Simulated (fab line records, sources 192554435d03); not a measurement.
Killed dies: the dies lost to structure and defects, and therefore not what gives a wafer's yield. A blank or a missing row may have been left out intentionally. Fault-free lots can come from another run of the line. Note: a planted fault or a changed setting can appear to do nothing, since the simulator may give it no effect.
fab line records ; flow n5_finfet
record: lots: 5; wafers: 15; last_day: 19
route steps=1938 shown TV_LITHO@1875 TV_OPEN@1887 PAD_METAL@1893 PASSIVATION@1897
lots that met no fault: from a run of the same line without faults
start_h: start of the lot's first displayed wafer, in hours after the record's first day ; wait_h: how many hours have passed since the lot's step before this one ; " as in the row above ; L1.1+2: one row covering several wafers at once ; - value missing, or start not given ; * or withheld: withheld ; < > ~ a bound
route shown NAME@n: a module of which the file shows steps, and the number in the route of the first ; usual: average and standard deviation across the fault-free wafers ; same: alike in all rows ; chamber/n: place in a boat ; sites: per-site readings ; _std_site: the standard deviation of these ; _edge_site: outer sites' mean less inner sites' ; radius_mm: for every site, how far away it sits from the centre of the wafer ; mask NAME#n: copy n ; behind: tool/chamber where the wafer was last shaped ; hold: what put the lot on hold/how long, in hours/how the hold closed ; device: the n, p or np transistor that did not switch ; end of line: the tests these same wafers got at the end of their route ; for a step that has no rows: nothing shown but its recipe ; killed: dies that structure and defects cost at the first sort, which is not the same as the wafer's yield ; map: a wafer's dies, marking killed ones x, the rest . and places with no die _
set.NAME: the setting as run; set.NAME@STEP: as run at that earlier step ; model.NAME: the simulator's own value behind a step, which no gauge read
lots seen at some steps along the route; tables by step, rows by wafer
services: the hour from which a tool's chamber was out of use, counted from the record's first day as start_h (under 0 if before that day), plus the number of hours and why
== steps ==
step: N5_PASSIVATION_HMDS_03
recipe: time_s: 60; temp_c: 120
step: N5_PASSIVATION_COAT_04
recipe: spin_rpm: *; resist_thk_nm: *
step: N5_PASSIVATION_EBR_06
recipe: solvent: PGMEA; ebr_width_mm: 1.5
step: N5_PASSIVATION_SOFTBAKE_05
recipe: temp_c: 100; time_s: 90
step: N5_PASSIVATION_EXPOSE_07
recipe: mask_id: TV; na: 0.55; source_shape: conventional; sigma_outer: 0.8; polarization: unpolarized; defocus_nm: 0; target_cd_nm: 3000; dose_mj: 22.75
step: N5_PASSIVATION_PEB_08
recipe: peb_temp_c: withheld; peb_time_s: *
step: N5_PASSIVATION_DEVELOP_09
recipe: develop_time_s: 60; rinse_liquid: diw; dry: air_spin; dev_temp_c: 21
step: N5_PASSIVATION_HARDBAKE_11
recipe: temp_c: 130; time_s: 120
step: N5_PASSIVATION_DESCUM_12
recipe: chemistry: O2; time_s: 7.9; source_power_w: 50; bias_power_w: 20; pressure_mtorr: 20; rf_frequency_hz: 2.712e+07; temp_c: 40; o2_flow_sccm: 225
step: N5_PASSIVATION_PASS_ETCH_74
recipe: chemistry: CF4/O2; target: SiNx; target_depth_a: 2200; time_s: 110; ion_energy_ev: 100; pressure_mtorr: 40; source_w: 535; bias_w: 49; Ar_flow_sccm: 100; cf4_flow_sccm: 100; O2_flow_sccm: 10
usual: drypump_motor_current_A: 5.8/0.48; oes_product_au: 0.82/0.079; rf_vpp_V: 244/4.8; showerhead_plenum_p_Torr: 2.20/0.097; throttle_valve_pct: 16.0/0.32
lot.wafer;tool;chamber;start_h;wait_h;drypump_motor_current_A;oes_product_au;rf_hours_counter_h;rf_vpp_V;showerhead_plenum_p_Torr;throttle_valve_pct
L486.2;rie_diel-06;0;330.65;0.0;5.3;0.74;173;238;2.02;16.3
L486.3;rie_diel-06;2;330.65;0.0;6.1;0.84;62;245;2.23;16.1
L486.6;rie_diel-06;0;330.65;0.0;5.2;0.74;-;238;2.02;16.3
L499.1;rie_diel-06;1;411.69;0.0;6.5;0.71;244;239;2.16;16.5
L499.2;rie_diel-06;0;411.69;0.0;5.2;0.72;199;238;2.01;16.4
L499.6;rie_diel-06;3;411.69;0.0;6.0;0.94;-;254;2.35;16.0
L498.1;rie_diel-06;2;417.07;0.0;6.1;0.82;87;245;2.22;16.2
L498.4;rie_diel-06;0;417.07;0.0;5.2;0.71;201;239;2.01;16.3
L498.5;rie_diel-06;0;417.07;0.0;5.2;0.71;-;239;2.01;16.4
L500.3;rie_diel-06;0;433.76;0.0;5.2;0.71;207;239;2.01;16.4
L500.4;rie_diel-06;0;433.76;0.0;5.2;0.71;-;238;2.01;16.4
L500.5;rie_diel-06;2;433.76;0.0;6.1;0.81;-;245;2.22;16.2
L506.1;rie_diel-02;2;455.39;0.0;5.3;0.73;205;247;2.10;16.1
L506.4;rie_diel-02;3;455.39;0.0;5.2;0.80;124;241;2.21;16.4
L506.5;rie_diel-02;1;455.39;0.0;6.6;0.78;-;248;2.29;15.9
step: N5_PASSIVATION_VIA_ETCH_13
recipe: chemistry: CHF3/O2; target: SiO2; target_depth_a: 6600; CHF3_flow_sccm: 50; O2_flow_sccm: 5; Ar_flow_sccm: 200; time_s: 330; mask_material: PR; pressure_mtorr: 30; source_w: 650; bias_w: 170; ion_energy_ev: 200; ends: cleared
step: N5_PASSIVATION_STRIP_14
recipe: chemistry: O2; power_w: 600; temp_c: 60; pressure_mtorr: 30; rf_frequency_hz: 6e+07; bias_power_w: 0; overash_fraction: 0.5; o2_flow_sccm: 225
step: N5_PASSIVATION_ETCH_15
recipe: chemistry: CF4/N2; target: SiCN; target_depth_a: 750; taper_deg: 2; time_s: 81.2; ion_energy_ev: 150; mask_material: SiNx; pressure_mtorr: 40; source_w: 430; bias_w: 70; Ar_flow_sccm: 100; cf4_flow_sccm: 60; n2_flow_sccm: 60
step: N5_PASSIVATION_STRIP_73
recipe: chemistry: post_etch_residue_remover; time_s: 60; temp_c: 25; remover_ph: withheld; remover_water_wt_pct: withheld; remover_fluoride_wt_pct: withheld
step: N5_PASSIVATION_SRD_17
recipe: time_s: 30; temp_c: 23; rinse_liquid: diw; dry: n2_spin; spin_rpm: 1500; dry_time_s: 30
step: N5_PASSIVATION_DEGAS_18
recipe: ambient: vacuum; temp_c: 300; time_s: 60
step: N5_PASSIVATION_PRE_CLEAN_19
recipe: gas: H2/He; time_s: *; temp_c: *
step: N5_PASSIVATION_SPUTTER_20
recipe: material: TaN; target_thk_a: 500; temp_c: 25; chamber_pressure_pa: 0.4
step: N5_PASSIVATION_AL_DEP_21
recipe: material: Al; target_thk_a: 28000; temp_c: 400; time_s: 170; power_w: 30000; chamber_pressure_pa: 0.4; gas: Ar
step: N5_PASSIVATION_HMDS_23
recipe: time_s: 60; temp_c: 120
step: N5_PASSIVATION_COAT_24
recipe: spin_rpm: 3000; resist_thk_nm: withheld
step: N5_PASSIVATION_EBR_26
recipe: solvent: PGMEA; ebr_width_mm: 1.5
step: N5_PASSIVATION_SOFTBAKE_25
recipe: temp_c: 100; time_s: 90
step: N5_PASSIVATION_EXPOSE_27
recipe: mask_id: PAD; na: 0.55; source_shape: conventional; sigma_outer: 0.8; polarization: unpolarized; defocus_nm: 0; dose_mj: 32.3
step: N5_PASSIVATION_PEB_28
recipe: peb_temp_c: withheld; peb_time_s: *
step: N5_PASSIVATION_DEVELOP_29
recipe: develop_time_s: 60; rinse_liquid: diw; dry: air_spin; dev_temp_c: 21
step: N5_PASSIVATION_HARDBAKE_31
recipe: temp_c: 130; time_s: 120
step: N5_PASSIVATION_DESCUM_32
recipe: chemistry: O2; time_s: 7.9; source_power_w: 50; bias_power_w: 20; pressure_mtorr: 20; rf_frequency_hz: 2.712e+07; temp_c: 40; o2_flow_sccm: 225
step: N5_PASSIVATION_AL_ETCH_33
recipe: chemistry: Cl2/BCl3; target_depth_a: 28000; over_etch_frac: 0.15; Cl2_flow_sccm: 180; bcl3_flow_sccm: 60; target: Al; stop_on: TaN; time_s: 466.7; ion_energy_ev: 100; pressure_mtorr: 10; icp_w: 900; bias_w: 100
step: N5_PASSIVATION_ETCH_59
recipe: chemistry: Cl2/BCl3; target: TaN; target_depth_a: 650; time_s: 34.9; ion_energy_ev: 100; pressure_mtorr: 10; icp_w: 900; bias_w: 100; Cl2_flow_sccm: 60; bcl3_flow_sccm: 30
step: N5_PASSIVATION_STRIP_34
recipe: chemistry: O2; power_w: 600; temp_c: 60; pressure_mtorr: 30; rf_frequency_hz: 6e+07; bias_power_w: 0; overash_fraction: 2; o2_flow_sccm: 225
step: N5_PASSIVATION_STRIP_51
recipe: chemistry: post_etch_residue_remover; time_s: 1200; temp_c: 72.5
step: N5_PASSIVATION_CLEAN_69
recipe: chemistry: IPA; time_s: 180; temp_c: 25
step: N5_PASSIVATION_SRD_70
recipe: dry: ipa_marangoni; time_s: 30; temp_c: 23; rinse_liquid: diw
step: N5_PASSIVATION_PECVD_53
recipe: material: SiO2; target_thk_a: 8000; temp_c: 400; precursor: TEOS/O2; pressure_torr: 6.5; rf_w: withheld; teos_flow_sccm: withheld; gas: O2; flow_sccm: 2650; time_s: 169.4
step: N5_PASSIVATION_PECVD_35
recipe: material: SiNx; target_thk_a: 7000; temp_c: 400; precursor: SiH4/NH3/N2; pressure_torr: 4.9; rf_w: 1406; time_s: 151.3
step: N5_PASSIVATION_PROBE_49
usual: defect_limited_yield: 91.5/1.4; killed_at_M0_to_M3: 34/11; killed_at_M4_up: 15/6; killed_at_contacts: 11/5.9; killed_at_front_end: 37/11; killed_at_other: 3.6/2.9; killed_dies: 101/17; killed_open: 66/12; killed_short: 33/7.8; sort_bin_5_function: 5.0/0.97; sort_bin_6_memory: 3.2/0.65; sort_bin_8_speed: 0.02/0.2; sort_n_pass: 1079/17; sort_yield_pct: 91.4/1.4
same: gross_dies: 1180; killed_at_back_side: 0; sort_bin_4_leakage[%]: 0
lot.wafer;tool;chamber;start_h;wait_h;defect_limited_yield[%];killed_at_M0_to_M3;killed_at_M4_up;killed_at_contacts;killed_at_front_end;killed_at_other;killed_dies;killed_open;killed_short;sort_bin_5_function[%];sort_bin_6_memory[%];sort_bin_8_speed[%];sort_n_pass;sort_yield_pct[%]
L499.1;prober-01;-;418.44;0.0;86.9;37;17;10;31;59;154;73;25;7.7;3.5;0.17;1024;86.8
L499.2;prober-01;-;418.49;0.1;78.8;29;15;23;40;143;250;75;40;12.2;4.5;0;930;78.8
L499.6;prober-01;-;418.69;0.3;79.8;30;21;11;30;146;238;71;28;12.7;4.4;0;942;79.8
L498.1;prober-01;-;423.65;0.0;84.4;14;5;5;29;131;184;33;20;9.9;2.5;0;996;84.4
L498.4;prober-01;-;423.80;0.2;81.1;16;11;10;42;144;223;53;29;13.0;3.2;0;957;81.1
L498.5;prober-01;-;423.85;0.2;81.9;19;15;4;43;132;213;56;24;11.4;3.2;0;967;81.9
L500.3;prober-01;-;440.47;0.1;78.6;44;22;16;38;132;252;86;35;13.2;4.8;0;928;78.6
L500.4;prober-01;-;440.52;0.2;80.1;38;21;19;23;134;235;82;20;12.4;4.6;0;945;80.1
L500.5;prober-01;-;440.57;0.2;80.9;30;10;25;26;134;225;65;26;11.4;4.3;0;955;80.9
killed by level:class
L499.1 TV_OPEN:unspecified=55 STI_FIN_REVEAL:geometric_particle:open=17 MOL_CONTACT_COAG:geometric_particle:open=10 BEOL_M1:geometric_particle:open=10 BEOL_M4:geometric_particle:open=9 BEOL_M0_SAQP:geometric_particle:open=6 BEOL_M0_SAQP:geometric_particle:short=6 BEOL_M3:geometric_particle:open=6
L499.2 TV_OPEN:unspecified=133 MOL_CONTACT_COAG:geometric_particle:open=17 STI_FIN_REVEAL:geometric_particle:open=16 FIN_SAQP:geometric_particle:short=9 MOL_CONTACT_COAG:geometric_particle:short=6 BEOL_M1:geometric_particle:open=6 BEOL_M2:geometric_particle:open=6 BEOL_M4:geometric_particle:open=6
L499.6 TV_OPEN:unspecified=136 STI_FIN_REVEAL:geometric_particle:open=14 MOL_CONTACT_COAG:geometric_particle:open=11 BEOL_M0_SAQP:geometric_particle:open=8 BEOL_M4:geometric_particle:open=6 GATE_CUT:geometric_particle:short=5 BEOL_M0:geometric_particle:open=5 STI_FIN_REVEAL:geometric_particle:short=3
L498.1 TV_OPEN:unspecified=130 STI_FIN_REVEAL:geometric_particle:open=7 GATE_CUT:geometric_particle:short=5 MOL_CONTACT_COAG:geometric_particle:open=5 BEOL_M2:geometric_particle:open=5 FIN_SAQP:geometric_particle:open=4 BEOL_M0_SAQP:geometric_particle:short=4 FIN_SAQP:geometric_particle:short=3
L498.4 TV_OPEN:unspecified=139 STI_FIN_REVEAL:geometric_particle:open=14 BEOL_M4:geometric_particle:open=8 FIN_SAQP:geometric_particle:short=7 MOL_CONTACT_COAG:geometric_particle:open=7 BEOL_M3:geometric_particle:open=6 DUMMY_GATE:geometric_particle:open=4 MIM_TOP:geometric_particle:short=4
L498.5 TV_OPEN:unspecified=132 STI_FIN_REVEAL:geometric_particle:open=15 BEOL_M4:geometric_particle:open=7 FIN_SAQP:geometric_particle:short=6 BEOL_M2:geometric_particle:open=6 DUMMY_GATE:geometric_particle:open=5 BEOL_M0_SAQP:geometric_particle:open=5 FIN_SAQP:geometric_particle:open=4
L500.3 TV_OPEN:unspecified=131 BEOL_M1:geometric_particle:open=12 STI_FIN_REVEAL:geometric_particle:open=11 MOL_CONTACT_COAG:geometric_particle:open=11 BEOL_M4:geometric_particle:open=7 BEOL_M0_SAQP:geometric_particle:short=6 BEOL_M2:geometric_particle:open=6 BEOL_M3:geometric_particle:open=6
L500.4 TV_OPEN:unspecified=133 MOL_CONTACT_COAG:geometric_particle:open=16 BEOL_M4:geometric_particle:open=13 BEOL_M2:geometric_particle:open=10 STI_FIN_REVEAL:geometric_particle:open=7 BEOL_M3:geometric_particle:open=7 BEOL_M0_SAQP:geometric_particle:open=5 BEOL_M1:geometric_particle:open=5
L500.5 TV_OPEN:unspecified=134 MOL_CONTACT_COAG:geometric_particle:open=21 STI_FIN_REVEAL:geometric_particle:open=13 BEOL_M0_SAQP:geometric_particle:open=7 BEOL_M0_SAQP:geometric_particle:short=6 BEOL_M2:geometric_particle:open=5 FIN_SAQP:geometric_particle:short=4 MOL_CONTACT_COAG:geometric_particle:short=4
map L498.4 (x killed, . not)
_________________..x.xx.xx...________________
______________.xxxxxxxxxxxx.xx.._____________
___________....xxxxxxxxxxxxxxx...x.__________
__________...x..xxxxxxxxxxxxxx......_________
________.......xxxxxxxxxxxxxxx.......x_______
_______......x.xxxxxxxxxxxxx.x.xx......______
______........x.xxxxxxxxxxxxxx..x......._____
_____...........xxxxxxxxxxxxxx.x.x.......____
____.......x..xx.xxxxxxxxxx..x............___
___..........x..xx.xxxxxxxxx.x.....x..x....__
___x......x......xxxxx.xx...........x...x..__
__.....x..x..........x.x.x.x...............x_
__........x...............x.........x......._
_...........................x...x.x.........x
_..........x.xx.....x.......x.x..............
_...x..........................x.......x.....
_..........................................xx
_........x....................x..............
_........x.................................x.
_...................x.x......................
_.......x........x..........x................
__..................x..x...................._
__x...................x........x.........x.x_
___.x..............x.x.........x.....x.....__
___............x.......................x...__
____..x..............................x....___
_____.................x........x....xx...____
______.........x.............x....x....._____
_______....................x...........______
________x...x..............x.x.x..xx.._______
__________.........................._________
___________...x...............x....__________
______________.................._____________
_________________.x..........________________
map L499.2 (x killed, . not)
_________________..xxx.x..x..________________
______________x.xxxxxxxxxxxx...._____________
___________..xx...xxxxxxxxxxxxx.x..__________
__________...x..xxxxxxxxxxxxxxx....._________
________..x.xx.x.xxxxxxxxxxxx........._______
_______......x..xxxxxxxxxxxxxxx.x......______
______......x.xxxxxxxxxxxxxxxxxx........_____
_____..xx...x.x..xxxxxxxxxxxx...........x____
____...x........x.xxxxxxxxx...xx........xx___
___............x.x.xxxxxxxx.xx.x...........__
___..........x.....xxxxxx.x.x........x.....__
__................x.x...x..x.......x.....xx._
__.....xx..........x...x..x....x.......x...._
_x....x.........x...xx.................x..x..
_.x...........x.....x........................
_...............xx......x......x..........x..
_...x.xx..................................x..
_.............x...........x.x..x.............
_...x.........x.xx......x..x.................
_..x.........x..........................x....
_.........x......x.......x...............x..x
__...................x...x.................._
__x..............x.....x..x..............x.x_
___.........xx......x.x.......x............__
___x...x....x.......................x......__
____.....................xx...............___
_____..x..x..............................____
______......x.....xx..........x..x......_____
_______x.....x.................xxx.....______
________...................x..x..x...._______
__________......................x..._________
___________x..x............x.......__________
______________.........x........_____________
_________________.x.x.......x________________
== services ==
tool;chamber;start_h;hours;kind
rie_diel-02;0;347.03;9.0;repair
rie_diel-06;3;352.48;-;clean
rie_diel-06;3;352.48;-;consumable_replace:focus_ring
rie_diel-06;3;352.48;-;consumable_replace:showerhead
rie_diel-06;3;352.48;16.5;scheduled_down
rie_diel-06;3;352.48;16.5;vent_cycle
rie_diel-06;1;354.73;9.2;repair
rie_diel-06;1;426.85;-;clean
rie_diel-06;1;426.85;-;consumable_replace:focus_ring
rie_diel-06;1;426.85;32.6;scheduled_down
rie_diel-06;1;426.85;32.6;vent_cycle
== key ==
first_sign: step: N5_PASSIVATION_PROBE_49; reading: killed_at_other; direction: up; sigmas: 44; usual: 3.6; struck: 128.3
effect: step: N5_PASSIVATION_PROBE_49; reading: defect_limited_yield; direction: down; sigmas: 7.1; usual: 91.5; struck: 81.4
more_kills_born_at: N5_PASSIVATION_PASS_ETCH_74@rie_diel-06: 1123
met_at N5_PASSIVATION_PASS_ETCH_74
struck_wafers L498.1,L498.4,L498.5,L499.1,L499.2,L499.6,L500.3,L500.4,L500.5
onset_between 330.65 411.69
fault: kind: chamber_particle_source; tool: rie_diel-06; chamber: -; onset_h: 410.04; steps: N5_PASSIVATION_PASS_ETCH_74; rate_per_visit_cm2: 1.2544; end_h: 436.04
